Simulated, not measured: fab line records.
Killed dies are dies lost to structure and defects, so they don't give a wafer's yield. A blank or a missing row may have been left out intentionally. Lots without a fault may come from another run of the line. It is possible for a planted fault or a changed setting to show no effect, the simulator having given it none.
What tool caused it?    flow n5 finfet    24 lots, 72 wafers sampled, at 6 steps of a route of 1938

== WHAT EACH GAUGE READ, for each wafer ==
No reading from a measuring or inspecting step in the record can be judged against a usual standard deviation.

== TOOL THAT RAN EACH LOT (tool first, then ch and the chambers of the sampled wafers, then the start) ==
lot   N5_BEOL_M15_ETCH_57                 N5_BEOL_M15_STRIP_37                           N5_BEOL_M15_DEGAS_41          N5_BEOL_M15_SPUTTER_44        N5_PASSIVATION_PECVD_00          N5_PASSIVATION_PECVD_35
L074  rie diel-02 ch 0,3, day 11 06:27    rie diel-02 ch 1,3, day 11 11:16 or earlier    pvd sputter-01, day 11 11:16  pvd sputter-01, day 11 11:26  pecvd-02 ch 0,1,2, day 11 13:38  pecvd-03 ch 0,2, day 11 22:50
L075  rie diel-02 ch 0,3, day 12 05:45    rie diel-02 ch 0,1,3, day 12 11:20 or earlier  pvd sputter-01, day 12 11:20  pvd sputter-01, day 12 11:30  pecvd-03 ch 1,2, day 12 13:50    pecvd-03 ch 0,2, day 13 00:46
L076  rie diel-04 ch 0,2,3, day 12 15:41  rie diel-03 ch 0,1,3, day 12 19:06 or earlier  pvd sputter-03, day 12 19:06  pvd sputter-03, day 12 19:16  pecvd-03 ch 0,1, day 12 21:37    pecvd-04 ch 0,1, day 13 06:33
L077  rie diel-04 ch 0,1,3, day 12 19:23  rie diel-03 ch 1,2,3, day 12 23:08 or earlier  pvd sputter-02, day 12 23:08  pvd sputter-02, day 12 23:18  pecvd-02 ch 1,2, day 13 01:28    pecvd-04 ch 0,1,2, day 13 11:42
L078  rie diel-02 ch 0,2,3, day 13 01:34  rie diel-02 ch 0,2,3, day 13 04:25 or earlier  pvd sputter-02, day 13 04:25  pvd sputter-02, day 13 04:35  pecvd-03 ch 0,1,2, day 13 06:47  pecvd-03 ch 1,2, day 13 15:01
L080  rie diel-02 ch 1,2,3, day 13 17:43  rie diel-02 ch 1,2, day 13 20:49 or earlier    pvd sputter-03, day 13 20:49  pvd sputter-03, day 13 20:59  pecvd-02 ch 0,2, day 13 23:38    pecvd-01 ch 0,2, day 14 09:51
L079  rie diel-04 ch 0,2,3, day 13 18:47  rie diel-03 ch 0,2,3, day 13 21:19 or earlier  pvd sputter-01, day 13 21:19  pvd sputter-01, day 13 21:29  pecvd-01 ch 1,2, day 14 00:19    pecvd-03 ch 0,2, day 14 10:03
L082  rie diel-03 ch 0,1,2, day 14 00:36  rie diel-03 ch 1,2, day 14 04:17 or earlier    pvd sputter-02, day 14 04:17  pvd sputter-02, day 14 04:27  pecvd-03 ch 0,1,2, day 14 06:38  pecvd-01 ch 0,1,2, day 14 14:22
L085  rie diel-04 ch 1,2,3, day 14 00:59  rie diel-02 ch 0,1,3, day 14 08:12 or earlier  pvd sputter-01, day 14 08:12  pvd sputter-01, day 14 08:22  pecvd-03 ch 0,1,2, day 14 10:42  pecvd-04 ch 0,1,2, day 14 19:29
L081  rie diel-04 ch 1,2, day 14 04:40    rie diel-02 ch 1,2, day 14 07:26 or earlier    pvd sputter-01, day 14 07:26  pvd sputter-01, day 14 07:36  pecvd-03 ch 0,1,2, day 14 09:46  pecvd-04 ch 0,1,2, day 14 19:07
L083  rie diel-02 ch 2,3, day 14 11:44    rie diel-04 ch 0,1, day 14 17:02 or earlier    pvd sputter-02, day 14 17:02  pvd sputter-02, day 14 17:11  pecvd-02 ch 0,1,2, day 14 19:26  pecvd-01 ch 0,1,2, day 15 07:30
L084  rie diel-02 ch 1,2,3, day 14 12:34  rie diel-03 ch 1,2, day 14 17:23 or earlier    pvd sputter-02, day 14 17:23  pvd sputter-02, day 14 17:33  pecvd-03 ch 0,1,2, day 14 19:44  pecvd-03 ch 0,1,2, day 15 13:03
L087  rie diel-03 ch 1,3, day 14 14:22    rie diel-04 ch 0,1,2, day 14 17:52 or earlier  pvd sputter-02, day 14 17:52  pvd sputter-02, day 14 18:02  pecvd-03 ch 0,2, day 14 20:25    pecvd-03 ch 0,1,2, day 15 13:26
L088  rie diel-04 ch 1,2,3, day 14 19:32  rie diel-03 ch 1,2,3, day 15 05:10 or earlier  pvd sputter-03, day 15 05:10  pvd sputter-03, day 15 05:19  pecvd-01 ch 0,1, day 15 07:46    pecvd-01 ch 0,1, day 15 18:46
L086  rie diel-04 ch 1,2, day 14 20:26    rie diel-02 ch 0,2,3, day 15 05:10 or earlier  pvd sputter-02, day 15 05:10  pvd sputter-02, day 15 05:19  pecvd-03 ch 0,2, day 15 07:31    pecvd-04 ch 1,2, day 15 17:28
L089  rie diel-04 ch 0,2,3, day 15 21:01  rie diel-04 ch 0,3, day 15 22:30 or earlier    pvd sputter-02, day 15 22:30  pvd sputter-02, day 15 22:40  pecvd-03 ch 0,1,2, day 16 00:56  pecvd-01 ch 0,1,2, day 16 11:07
L090  rie diel-02 ch 0,2, day 16 07:02    rie diel-02 ch 0,1, day 16 13:59 or earlier    pvd sputter-03, day 16 13:59  pvd sputter-03, day 16 14:08  pecvd-02 ch 0,1,2, day 16 16:20  pecvd-04 ch 0,2, day 17 03:24
L091  rie diel-03 ch 1,2,3, day 16 10:29  rie diel-04 ch 0,1,2, day 16 14:02 or earlier  pvd sputter-02, day 16 14:02  pvd sputter-02, day 16 14:11  pecvd-01 ch 1,2, day 16 17:12    pecvd-03 ch 0,2, day 17 06:45
L093  rie diel-03 ch 0,1,3, day 16 16:59  rie diel-03 ch 0,2,3, day 16 19:51 or earlier  pvd sputter-02, day 16 19:51  pvd sputter-02, day 16 20:01  pecvd-01 ch 0,2, day 16 22:13    pecvd-01 ch 0,1, day 17 08:10
L094  rie diel-04 ch 1,2, day 16 17:16    rie diel-04 ch 1,2,3, day 16 22:49 or earlier  pvd sputter-03, day 16 22:49  pvd sputter-03, day 16 22:58  pecvd-01 ch 0,1,2, day 17 01:11  pecvd-01 ch 1,2, day 17 08:59
L092  rie diel-04 ch 2,3, day 16 18:06    rie diel-02 ch 1,2,3, day 17 02:21 or earlier  pvd sputter-03, day 17 02:21  pvd sputter-03, day 17 02:31  pecvd-01 ch 1,2, day 17 04:41    pecvd-04 ch 0,1, day 17 13:50
L095  rie diel-02 ch 0,2, day 17 19:01    rie diel-03 ch 0,1, day 17 22:32 or earlier    pvd sputter-01, day 17 22:32  pvd sputter-01, day 17 22:42  pecvd-02 ch 0,1, day 18 00:55    pecvd-03 ch 0,1,2, day 18 13:37
L096  rie diel-04 ch 0,2, day 18 09:53    rie diel-03 ch 0,1, day 18 12:08 or earlier    pvd sputter-02, day 18 12:08  pvd sputter-02, day 18 12:18  pecvd-03 ch 0,1, day 18 14:44    pecvd-04 ch 0,1, day 19 02:43
L097  rie diel-02 ch 0,2,3, day 18 10:12  rie diel-03 ch 0,1,2, day 18 12:26 or earlier  pvd sputter-03, day 18 12:26  pvd sputter-03, day 18 12:35  pecvd-01 ch 0,1, day 18 15:14    pecvd-04 ch 1,2, day 19 01:40
- N5_BEOL_M15_ETCH_57: etches SOC in N2/H2, time 750 s.
- N5_BEOL_M15_STRIP_37: strips in O2.
- N5_BEOL_M15_DEGAS_41: time 60 s.
- N5_BEOL_M15_SPUTTER_44: material Ta, target thk 15 nm, time 24.19 s.
- N5_PASSIVATION_PECVD_00: deposits SiO2 from SiH4/N2O, target thk 200 nm, time 11.2 s.
- N5_PASSIVATION_PECVD_35: deposits SiNx from SiH4/NH3/N2, target thk 700 nm, time 151.3 s.

== WHAT THE TOOLS THEMSELVES READ (means of the sampled wafers that have a number; where no wafer has one, the mark that the record gives instead) ==
N5_BEOL_M15_ETCH_57. Usual: drypump motor current A 5.7 A, standard deviation 0.44; oes product au 0.80 a.u., standard deviation 0.1; rf vpp V 524.3 V, standard deviation 2.8; showerhead plenum p Torr 2.56 Torr, standard deviation 0.1; throttle valve pct 17.81 %, standard deviation 0.22.
lot   tool         drypump motor current A (A)  oes product au (a.u.)  rf vpp V (V)  showerhead plenum p Torr (Torr)  throttle valve pct (%)  flag
L074  rie diel-02  5.4                          0.85                   523.7         2.55                             17.82                   
L075  rie diel-02  5.2                          0.77                   521.7         2.47                             17.97                   
L076  rie diel-04  5.9                          0.74                   523.5         2.53                             17.91                   
L077  rie diel-04  5.7                          0.82                   524.4         2.56                             17.87                   
L078  rie diel-02  5.5                          0.79                   523.0         2.52                             17.98                   
L080  rie diel-02  5.7                          0.79                   521.9         2.47                             17.89                   
L079  rie diel-04  5.9                          0.73                   523.4         2.53                             17.92                   
L082  rie diel-03  5.9                          0.77                   522.7         2.47                             17.73                   
L085  rie diel-04  5.8                          0.81                   526.8         2.60                             17.75                   
L081  rie diel-04  5.4                          0.85                   524.4         2.58                             17.66                   
L083  rie diel-02  5.2                          0.71                   521.3         2.44                             18.14                   
L084  rie diel-02  5.7                          0.77                   521.8         2.47                             17.89                   
L087  rie diel-03  5.6                          0.70                   524.8         2.59                             17.77                   
L088  rie diel-04  5.8                          0.81                   524.7         2.60                             17.76                   
L086  rie diel-04  5.6                          0.77                   524.5         2.54                             17.70                   
L089  rie diel-04  5.9                          0.82                   525.8         2.63                             17.79                   
L090  rie diel-02  5.7                          0.81                   523.9         2.57                             17.88                   
L091  rie diel-03  5.7                          0.71                   523.4         2.52                             17.85                   
L093  rie diel-03  5.7                          0.73                   522.3         2.53                             17.72                   
L094  rie diel-04  5.4                          0.83                   524.0         2.57                             17.68                   
L092  rie diel-04  6.0                          0.73                   524.3         2.56                             17.82                   
L095  rie diel-02  5.8                          0.80                   524.2         2.57                             17.90                   
L096  rie diel-04  5.6                          0.85                   527.0         2.64                             17.73                   
L097  rie diel-02  5.5                          0.81                   525.6         2.60                             17.88                   

N5_BEOL_M15_STRIP_37. Usual: drypump motor current A 5.8 A, standard deviation 0.4; oes product au 0.79 a.u., standard deviation 0.095; rf vpp V 3.7 V, standard deviation 0.63; showerhead plenum p Torr 2.09 Torr, standard deviation 0.081; throttle valve pct 16.63 %, standard deviation 0.25.
lot   tool         drypump motor current A (A)  oes product au (a.u.)  rf vpp V (V)  showerhead plenum p Torr (Torr)  throttle valve pct (%)  flag
L074  rie diel-02  5.8                          0.88                   3.5           2.02                             16.51                   
L075  rie diel-02  5.6                          0.85                   4.4           2.06                             16.60                   
L076  rie diel-03  5.7                          0.75                   3.2           2.09                             16.56                   
L077  rie diel-03  5.7                          0.72                   4.8           2.08                             16.69                   
L078  rie diel-02  5.5                          0.77                   3.8           2.08                             16.86                   
L080  rie diel-02  6.2                          0.85                   3.3           2.05                             16.47                   
L079  rie diel-03  5.8                          0.74                   3.8           2.05                             16.66                   
L082  rie diel-03  5.8                          0.74                   4.1           2.05                             16.60                   
L085  rie diel-02  5.7                          0.83                   4.0           2.05                             16.62                   
L081  rie diel-02  6.2                          0.84                   3.7           2.05                             16.48                   
L083  rie diel-04  5.3                          0.94                   3.9           2.17                             16.44                   
L084  rie diel-03  5.9                          0.73                   3.9           2.02                             16.69                   
L087  rie diel-04  5.5                          0.87                   3.2           2.14                             16.51                   
L088  rie diel-03  5.7                          0.72                   3.9           2.07                             16.69                   
L086  rie diel-02  5.5                          0.86                   4.0           2.16                             16.71                   
L089  rie diel-04  6.0                          0.85                   3.3           2.22                             16.70                   
L090  rie diel-02  5.9                          0.87                   3.4           2.09                             16.39                   
L091  rie diel-04  5.5                          0.85                   3.2           2.14                             16.53                   
L093  rie diel-03  5.8                          0.73                   3.1           2.05                             16.70                   
L094  rie diel-04  5.8                          0.79                   3.2           2.14                             16.67                   
L092  rie diel-02  5.7                          0.84                   4.4           2.12                             16.68                   
L095  rie diel-03  5.8                          0.75                   3.9           2.05                             16.52                   
L096  rie diel-03  5.8                          0.74                   4.3           2.05                             16.54                   
L097  rie diel-03  5.9                          0.73                   3.1           2.02                             16.62                   

N5_BEOL_M15_DEGAS_41. Usual: heater power w 479 W, standard deviation 42.
lot   tool            heater power w (W)  flag
L074  pvd sputter-01  455                 
L075  pvd sputter-01  459                 
L076  pvd sputter-03  468                 
L077  pvd sputter-02  468                 
L078  pvd sputter-02  482                 
L080  pvd sputter-03  481                 
L079  pvd sputter-01  473                 
L082  pvd sputter-02  494                 
L085  pvd sputter-01  456                 
L081  pvd sputter-01  436                 
L083  pvd sputter-02  533                 
L084  pvd sputter-02  503                 
L087  pvd sputter-02  443                 
L088  pvd sputter-03  509                 
L086  pvd sputter-02  439                 
L089  pvd sputter-02  521                 
L090  pvd sputter-03  464                 
L091  pvd sputter-02  445                 
L093  pvd sputter-02  492                 
L094  pvd sputter-03  486                 
L092  pvd sputter-03  499                 
L095  pvd sputter-01  452                 
L096  pvd sputter-02  489                 
L097  pvd sputter-03  478                 

N5_BEOL_M15_SPUTTER_44. Usual: throttle valve pct 30.0 %, standard deviation 1.
lot   tool            throttle valve pct (%)  flag
L074  pvd sputter-01  30.8                    
L075  pvd sputter-01  30.1                    
L076  pvd sputter-03  30.1                    
L077  pvd sputter-02  30.1                    
L078  pvd sputter-02  29.3                    
L080  pvd sputter-03  30.5                    
L079  pvd sputter-01  30.5                    
L082  pvd sputter-02  29.8                    
L085  pvd sputter-01  30.2                    
L081  pvd sputter-01  31.1                    
L083  pvd sputter-02  28.2                    
L084  pvd sputter-02  30.0                    
L087  pvd sputter-02  30.2                    
L088  pvd sputter-03  30.5                    
L086  pvd sputter-02  30.1                    
L089  pvd sputter-02  29.2                    
L090  pvd sputter-03  29.9                    
L091  pvd sputter-02  30.9                    
L093  pvd sputter-02  29.9                    
L094  pvd sputter-03  30.3                    
L092  pvd sputter-03  30.5                    
L095  pvd sputter-01  30.1                    
L096  pvd sputter-02  29.4                    
L097  pvd sputter-03  30.1                    

N5_PASSIVATION_PECVD_00. Usual: heater power outer w 391 W, standard deviation 53; heater power w 677 W, standard deviation 94; showerhead plenum p Torr 8.14 Torr, standard deviation 0.099; throttle valve pct 52.0 %, standard deviation 2.9.
lot   tool      heater power outer w (W)  heater power w (W)  showerhead plenum p Torr (Torr)  throttle valve pct (%)  flag
L074  pecvd-02  355                       602                 8.17                             50.9                    
L075  pecvd-03  378                       659                 8.13                             52.9                    
L076  pecvd-03  385                       657                 8.15                             54.4                    
L077  pecvd-02  390                       660                 8.26                             51.4                    
L078  pecvd-03  383                       665                 8.14                             53.7                    
L080  pecvd-02  371                       612                 8.09                             50.5                    
L079  pecvd-01  460                       795                 8.09                             47.7                    
L082  pecvd-03  377                       658                 8.15                             53.6                    
L085  pecvd-03  369                       649                 8.13                             53.8                    
L081  pecvd-03  383                       664                 8.16                             53.8                    
L083  pecvd-02  370                       633                 8.18                             50.8                    
L084  pecvd-03  412                       711                 8.15                             53.7                    
L087  pecvd-03  401                       674                 8.13                             51.9                    
L088  pecvd-01  415                       735                 8.14                             49.6                    
L086  pecvd-03  381                       631                 8.11                             51.9                    
L089  pecvd-03  412                       704                 8.14                             53.8                    
L090  pecvd-02  408                       678                 8.16                             51.1                    
L091  pecvd-01  393                       694                 8.05                             48.7                    
L093  pecvd-01  366                       640                 8.04                             51.3                    
L094  pecvd-01  408                       726                 8.07                             50.7                    
L092  pecvd-01  473                       810                 8.09                             47.9                    
L095  pecvd-02  416                       688                 8.23                             51.1                    
L096  pecvd-03  396                       670                 8.15                             50.8                    
L097  pecvd-01  454                       793                 8.12                             49.8                    

N5_PASSIVATION_PECVD_35. Usual: heater power outer w 212 W, standard deviation 69; heater power w 452 W, standard deviation 110; showerhead plenum p Torr 8.66 Torr, standard deviation 0.048; throttle valve pct 29.7 %, standard deviation 1.9.
lot   tool      heater power outer w (W)  heater power w (W)  showerhead plenum p Torr (Torr)  throttle valve pct (%)  flag
L074  pecvd-03  182                       363                 8.65                             29.1                    
L075  pecvd-03  158                       326                 8.64                             29.7                    
L076  pecvd-04  233                       519                 8.73                             31.7                    
L077  pecvd-04  264                       536                 8.69                             30.2                    
L078  pecvd-03  198                       462                 8.68                             31.0                    
L080  pecvd-01  134                       338                 8.59                             28.9                    
L079  pecvd-03  178                       370                 8.65                             29.5                    
L082  pecvd-01  136                       351                 8.62                             28.7                    
L085  pecvd-04  275                       556                 8.68                             30.3                    
L081  pecvd-04  240                       513                 8.70                             30.3                    
L083  pecvd-01  208                       460                 8.62                             28.5                    
L084  pecvd-03  158                       367                 8.68                             30.2                    
L087  pecvd-03  165                       370                 8.66                             30.4                    
L088  pecvd-01  236                       500                 8.65                             28.1                    
L086  pecvd-04  220                       513                 8.68                             30.9                    
L089  pecvd-01  201                       444                 8.62                             28.6                    
L090  pecvd-04  265                       505                 8.66                             29.0                    
L091  pecvd-03  168                       353                 8.65                             29.7                    
L093  pecvd-01  175                       425                 8.65                             29.8                    
L094  pecvd-01  220                       474                 8.62                             27.1                    
L092  pecvd-04  272                       535                 8.71                             31.3                    
L095  pecvd-03  189                       408                 8.66                             28.4                    
L096  pecvd-04  256                       557                 8.73                             32.1                    
L097  pecvd-04  244                       551                 8.69                             31.0                    

== THE ANSWER, worked out from the rows above alone ==
Rule: lot off if the mean of its wafers having a number is beyond 3 standard deviations from the usual mean. Also off: a lot with no number at a reading for which 4 or more lots have one. All remaining lots with rows at the step are treated as sound. The gauges are gone through in route order, then the tools' own readings, and for those a lot's mean is taken as printed above. The first step at which some lot is off is used, and at that step the reading that is off furthest; a lot without a number counts as furthest.
Across all readings shown, no lot is off: no conclusion can be drawn from this.

== WHAT WAS PUT IN BY THE SIMULATOR ==
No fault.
